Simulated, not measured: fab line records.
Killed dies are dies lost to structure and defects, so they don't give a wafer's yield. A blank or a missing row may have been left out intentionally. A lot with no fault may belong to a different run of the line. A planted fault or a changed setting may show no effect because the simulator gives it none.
8D (eight disciplines) problem report, filled in by code :: flow nand_harc :: the parts of the form that need people (team, actions taken, sign-off) are left out

## 1. WHAT WENT WRONG
Wafers without a fault read 28, standard deviation 8.9; killed_dies at NHARC_END_SORT_01 reads a mean of 72 on 2 wafers belonging to 2 lots. That is +5.0 standard deviations from the usual mean.
The first sign was on wafer L566.6 at day 21 20:41, on prober-01. Wafers with a number at this step in the record: 6, from 2 lots. By rule, "out" or "out of limits" means more than 4 standard deviations away from the usual mean. The other wafers with a number count as sound.

## 2. WHAT THIS IS AND IS NOT
question: which readings at this step
is: killed_dies, killed_at_array
is not: killed_at_periphery, killed_open, killed_short

question: which lots
is: L565, L566
is not: -

question: which wafers of those lots
is: L565.2, L566.6
is not: L565.3, L565.4, L566.1, L566.2

question: read on which gauges
is: prober-01, prober-02
is not: -

question: when
is: from day 21 20:41
is not: up to then (2 sound wafers); but 2 sound wafers of L565 came after

## 3. WHAT RULES OUT EACH SUSPECT
Counting: a tool at a process step up to the reading stays a suspect if it ran every lot that is out. Sound lots after the first of them don't rule it out here, since some wafers of a struck lot are sound.
- the gauge at NHARC_END_SORT_01 has been ruled out. 2 gauges (prober-01, prober-02) read the wafers that are out.
- rie_diel-13 at NHARC_A_STAIRCASE_TRIM_12 (chemistry O2, time 211.2 s): kept. It ran every lot that is out, first L566 (day 13 02:00).
- In rie_diel-13 at NHARC_A_STAIRCASE_TRIM_12, the wafers that are out were processed in chamber 2 and their sound lot-mates in chambers 0, 1, 3.
The count leaves rie_diel-13 at NHARC_A_STAIRCASE_TRIM_12.

## 4. THE CAUSE (what the simulator had put in)
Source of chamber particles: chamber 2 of rie_diel-13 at NHARC_A_STAIRCASE_TRIM_12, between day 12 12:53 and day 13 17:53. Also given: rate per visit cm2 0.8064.
After counting, this tool was the only one left.

## 5. THE EFFECT CHAIN, in route order
Each row: a reading whose mean over the struck wafers that have a number lies more than 3 standard deviations from the usual. Scope: only readings with a usual standard deviation given in the record; hours: median across lots of the time from each lot's start at the first step in this table that gives one to its start at this step; sigmas: change in usual standard deviations.
hours: 0
step: NHARC_END_SORT_01
reading: killed_at_array
usual: 24
on struck wafers: 66
change: +42
sigmas: +4.8

hours: 0
step: NHARC_END_SORT_01
reading: killed_dies
usual: 28
on struck wafers: 72
change: +44
sigmas: +5.0

## 6. WHAT WOULD HAVE CAUGHT IT SOONER
The first out-of-limits reading at a measuring or inspecting step in this record came at day 21 20:41, 224 hours after the fault's start at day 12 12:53.
No tool reading at NHARC_A_STAIRCASE_TRIM_12 that has a usual standard deviation in the record was out on any struck wafer, so an alarm limit of 4 standard deviations on those readings would not have fired.
By day 21 20:41, every lot that is out (2) had started NHARC_A_STAIRCASE_TRIM_12 on rie_diel-13. None of them would have been spared by holding the tool at that moment.
